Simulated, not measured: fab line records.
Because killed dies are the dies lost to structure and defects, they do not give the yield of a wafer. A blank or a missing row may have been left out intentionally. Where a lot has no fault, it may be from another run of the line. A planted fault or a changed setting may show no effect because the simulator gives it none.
One fault seen from 2 desks | flow n5Finfet | only its own numbers are on each desk; what lay behind them is given at the end

== FROM THE METROLOGY DESK ==
Lot by lot, what the gauges showed, no matter which tool ran the lot: averages of those sampled wafers that carry a number. If a lot's mean is further than 4 standard deviations from the usual mean, the lot is out of limits and carries the mark OUT (the distance appears in the brackets). Only the readings that lie furthest out on some lot appear, 7 of the 11 it has.
Columns: A = cdNm at N5_DUMMY_GATE_CD_MEAS_50, usual 14.1 nm; B = DIBL_N at N5_BEOL_M4_RC_MEAS_101, usual 36.5 mV/V; C = DIBL_P at N5_BEOL_M4_RC_MEAS_101, usual 36.9 mV/V; D = IOFF_P at N5_BEOL_M4_RC_MEAS_101, usual 0.22 nA/um; E = ION_N at N5_BEOL_M4_RC_MEAS_101, usual 671 uA/um; F = ION_P at N5_BEOL_M4_RC_MEAS_101, usual 461 uA/um; G = VT_P at N5_BEOL_M4_RC_MEAS_101, usual -250 mV
lot  | first seen here | A    | B    | C    | D    | E   | F   | G
L717 | day 3 09:17     | 13.9 | 36.0 | 36.4 | 0.22 | 671 | 459 | -249
L722 | day 4 10:38     | 14.4 | 33.9 | 33.6 | 0.18 | 658 | 449 | -254
L726 | day 5 12:59     | 14.4 | 36.3 | 37.7 | 0.21 | 680 | 459 | -251
L731 | day 6 17:37     | 14.6 | 36.5 | 38.0 | 0.23 | 676 | 465 | -249
L738 | day 8 10:07     | 14.4 | 37.7 | 38.5 | 0.24 | 677 | 466 | -249
Result from this desk: across the 5 lots, nothing is out of limits.

== TOOL OWNER'S DESK, rieSi-05 ==
The tool's own readings at N5_DUMMY_GATE_ETCH_32 (etches SiO2 in CF4, target depth 3.5 nm, time 3.9 s): means of the sampled wafers that have a number, for each lot that ran on this tool. If a lot's mean is further than 4 standard deviations from the usual mean, the lot is out of limits and carries the mark OUT (the distance appears in the brackets).
Columns: A = drypumpMotorCurrentA at N5_DUMMY_GATE_ETCH_32, usual 5.7 A; B = oesProductAu at N5_DUMMY_GATE_ETCH_32, usual 1.000 a.u.; C = throttleValvePct at N5_DUMMY_GATE_ETCH_32, usual 21.7 %
lot  | first seen here | A   | B     | C
L722 | day 4 10:56     | 5.9 | 0.995 | 21.3
L726 | day 5 13:16     | 5.2 | 0.992 | 21.3
Result from this desk: across the 2 lots, nothing is out of limits.

== PUT TOGETHER ==
Metrology desk: nothing out of limits seen.
Nothing out of limits was seen by the tool owner's desk.

== WHAT THE SIMULATOR HAD PUT IN ==
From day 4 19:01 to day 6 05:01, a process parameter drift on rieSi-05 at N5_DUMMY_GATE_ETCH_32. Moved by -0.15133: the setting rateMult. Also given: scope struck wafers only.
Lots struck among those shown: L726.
